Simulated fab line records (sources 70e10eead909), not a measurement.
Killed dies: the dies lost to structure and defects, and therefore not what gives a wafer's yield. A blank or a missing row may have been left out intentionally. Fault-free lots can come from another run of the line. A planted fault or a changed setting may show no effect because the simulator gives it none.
Matching of chambers || flow nand harc || 4 sister chambers for NHARC_P_M0_DESCUM_14 on rie diel-06
The step chemistry O2, time 3 s. 24 wafers are shown with their chamber, then 12 later ones without.

WAFERS, EACH WITH ITS CHAMBER
{"wafer": "L077.4", "chamber": 2, "drypump motor current A (A)": 5.8, "showerhead plenum p Torr (Torr)": 1.85, "oes product au (a.u.)": 0.984}
{"wafer": "L077.5", "chamber": 0, "drypump motor current A (A)": 6.1, "showerhead plenum p Torr (Torr)": 1.84, "oes product au (a.u.)": 1.006}
{"wafer": "L077.6", "chamber": 3, "drypump motor current A (A)": 5.9, "showerhead plenum p Torr (Torr)": 1.91, "oes product au (a.u.)": 0.980}
{"wafer": "L078.1", "chamber": 1, "drypump motor current A (A)": 4.9, "showerhead plenum p Torr (Torr)": 1.88, "oes product au (a.u.)": 1.006}
{"wafer": "L078.3", "chamber": 2, "drypump motor current A (A)": 5.8, "showerhead plenum p Torr (Torr)": 1.85, "oes product au (a.u.)": 0.984}
{"wafer": "L078.6", "chamber": 1, "drypump motor current A (A)": 4.8, "showerhead plenum p Torr (Torr)": 1.88, "oes product au (a.u.)": 0.985}
{"wafer": "L081.2", "chamber": 1, "drypump motor current A (A)": 4.9, "showerhead plenum p Torr (Torr)": 1.88, "oes product au (a.u.)": 0.977}
{"wafer": "L081.3", "chamber": 0, "drypump motor current A (A)": 6.1, "showerhead plenum p Torr (Torr)": 1.84, "oes product au (a.u.)": 0.988}
{"wafer": "L081.5", "chamber": 0, "drypump motor current A (A)": 6.1, "showerhead plenum p Torr (Torr)": 1.84, "oes product au (a.u.)": 0.999}
{"wafer": "L081.1", "chamber": 2, "drypump motor current A (A)": 5.8, "showerhead plenum p Torr (Torr)": 1.85, "oes product au (a.u.)": 0.985}
{"wafer": "L081.4", "chamber": 3, "drypump motor current A (A)": 5.9, "showerhead plenum p Torr (Torr)": 1.90, "oes product au (a.u.)": 0.975}
{"wafer": "L081.6", "chamber": 1, "drypump motor current A (A)": 4.9, "showerhead plenum p Torr (Torr)": 1.88, "oes product au (a.u.)": 0.992}
{"wafer": "L080.3", "chamber": 3, "drypump motor current A (A)": 5.9, "showerhead plenum p Torr (Torr)": 1.90, "oes product au (a.u.)": 0.985}
{"wafer": "L080.4", "chamber": 0, "drypump motor current A (A)": 6.1, "showerhead plenum p Torr (Torr)": 1.84, "oes product au (a.u.)": 0.998}
{"wafer": "L080.5", "chamber": 2, "drypump motor current A (A)": 5.8, "showerhead plenum p Torr (Torr)": 1.85, "oes product au (a.u.)": 0.992}
{"wafer": "L083.1", "chamber": 1, "drypump motor current A (A)": 4.9, "showerhead plenum p Torr (Torr)": 1.88, "oes product au (a.u.)": 0.974}
{"wafer": "L083.2", "chamber": 2, "drypump motor current A (A)": 5.9, "showerhead plenum p Torr (Torr)": 1.85, "oes product au (a.u.)": 0.986}
{"wafer": "L083.6", "chamber": 3, "drypump motor current A (A)": 5.9, "showerhead plenum p Torr (Torr)": 1.90, "oes product au (a.u.)": 0.985}
{"wafer": "L085.3", "chamber": 1, "drypump motor current A (A)": 4.8, "showerhead plenum p Torr (Torr)": 1.88, "oes product au (a.u.)": 0.990}
{"wafer": "L085.5", "chamber": 0, "drypump motor current A (A)": 6.1, "showerhead plenum p Torr (Torr)": 1.84, "oes product au (a.u.)": 1.003}
{"wafer": "L085.6", "chamber": 1, "drypump motor current A (A)": 4.8, "showerhead plenum p Torr (Torr)": 1.88, "oes product au (a.u.)": 0.993}
{"wafer": "L086.2", "chamber": 2, "drypump motor current A (A)": 5.8, "showerhead plenum p Torr (Torr)": 1.84, "oes product au (a.u.)": 0.993}
{"wafer": "L086.4", "chamber": 0, "drypump motor current A (A)": 6.1, "showerhead plenum p Torr (Torr)": 1.84, "oes product au (a.u.)": 0.989}
{"wafer": "L086.6", "chamber": 3, "drypump motor current A (A)": 5.9, "showerhead plenum p Torr (Torr)": 1.90, "oes product au (a.u.)": 0.977}

SIGNATURES (averages over the wafers above)
{"reading": "drypump motor current A", "chamber 0": 6.100, "chamber 1": 4.857, "chamber 2": 5.817, "chamber 3": 5.900, "scatter within a chamber": 0.0357}
{"reading": "showerhead plenum p Torr", "chamber 0": 1.8400, "chamber 1": 1.8800, "chamber 2": 1.8483, "chamber 3": 1.9020, "scatter within a chamber": 0.00286}
{"reading": "oes product au", "chamber 0": 0.99717, "chamber 1": 0.98814, "chamber 2": 0.98733, "chamber 3": 0.98040, "scatter within a chamber": 0.00751}
Rule: a wafer lies at a distance from a chamber equal to the root of the sum of squares, over the readings, of (its reading less the chamber's mean, divided by the reading's scatter). The wafer belongs to the nearest chamber; if the next one is less than 2 further off, it can't be placed. The scatter: take each reading less its chamber's mean, square it, sum over the shown wafers, divide by the number of wafers less the number of chambers, and take the root.

WAFERS WITHOUT THEIR CHAMBER
{"wafer": "L088.1", "drypump motor current A (A)": 5.8, "showerhead plenum p Torr (Torr)": 1.84, "oes product au (a.u.)": 0.999}
{"wafer": "L088.3", "drypump motor current A (A)": 6.1, "showerhead plenum p Torr (Torr)": 1.83, "oes product au (a.u.)": 0.992}
{"wafer": "L088.6", "drypump motor current A (A)": 5.9, "showerhead plenum p Torr (Torr)": 1.90, "oes product au (a.u.)": 0.972}
{"wafer": "L089.2", "drypump motor current A (A)": 5.9, "showerhead plenum p Torr (Torr)": 1.90, "oes product au (a.u.)": 0.979}
{"wafer": "L089.3", "drypump motor current A (A)": 4.9, "showerhead plenum p Torr (Torr)": 1.88, "oes product au (a.u.)": 1.004}
{"wafer": "L089.5", "drypump motor current A (A)": 5.9, "showerhead plenum p Torr (Torr)": 1.90, "oes product au (a.u.)": 0.984}
{"wafer": "L092.1", "drypump motor current A (A)": 6.1, "showerhead plenum p Torr (Torr)": 1.83, "oes product au (a.u.)": 1.001}
{"wafer": "L092.2", "drypump motor current A (A)": 5.9, "showerhead plenum p Torr (Torr)": 1.90, "oes product au (a.u.)": 0.980}
{"wafer": "L092.5", "drypump motor current A (A)": 5.9, "showerhead plenum p Torr (Torr)": 1.90, "oes product au (a.u.)": 0.974}
{"wafer": "L097.3", "drypump motor current A (A)": 6.2, "showerhead plenum p Torr (Torr)": 1.83, "oes product au (a.u.)": 0.981}
{"wafer": "L097.4", "drypump motor current A (A)": 5.9, "showerhead plenum p Torr (Torr)": 1.90, "oes product au (a.u.)": 0.979}
{"wafer": "L097.5", "drypump motor current A (A)": 6.1, "showerhead plenum p Torr (Torr)": 1.83, "oes product au (a.u.)": 0.978}

WHICH CHAMBER EACH WENT THROUGH
{"wafer": "L088.1", "from the rows above": 2, "in truth": 2}
{"wafer": "L088.3", "from the rows above": 0, "in truth": 0}
{"wafer": "L088.6", "from the rows above": 3, "in truth": 3}
{"wafer": "L089.2", "from the rows above": 3, "in truth": 3}
{"wafer": "L089.3", "from the rows above": 1, "in truth": 1}
{"wafer": "L089.5", "from the rows above": 3, "in truth": 3}
{"wafer": "L092.1", "from the rows above": 0, "in truth": 0}
{"wafer": "L092.2", "from the rows above": 3, "in truth": 3}
{"wafer": "L092.5", "from the rows above": 3, "in truth": 3}
{"wafer": "L097.3", "from the rows above": 0, "in truth": 0}
{"wafer": "L097.4", "from the rows above": 3, "in truth": 3}
{"wafer": "L097.5", "from the rows above": 0, "in truth": 0}
12 of 12 placed correctly. From these rows, 0 cannot be placed. Number placed wrongly: 0.
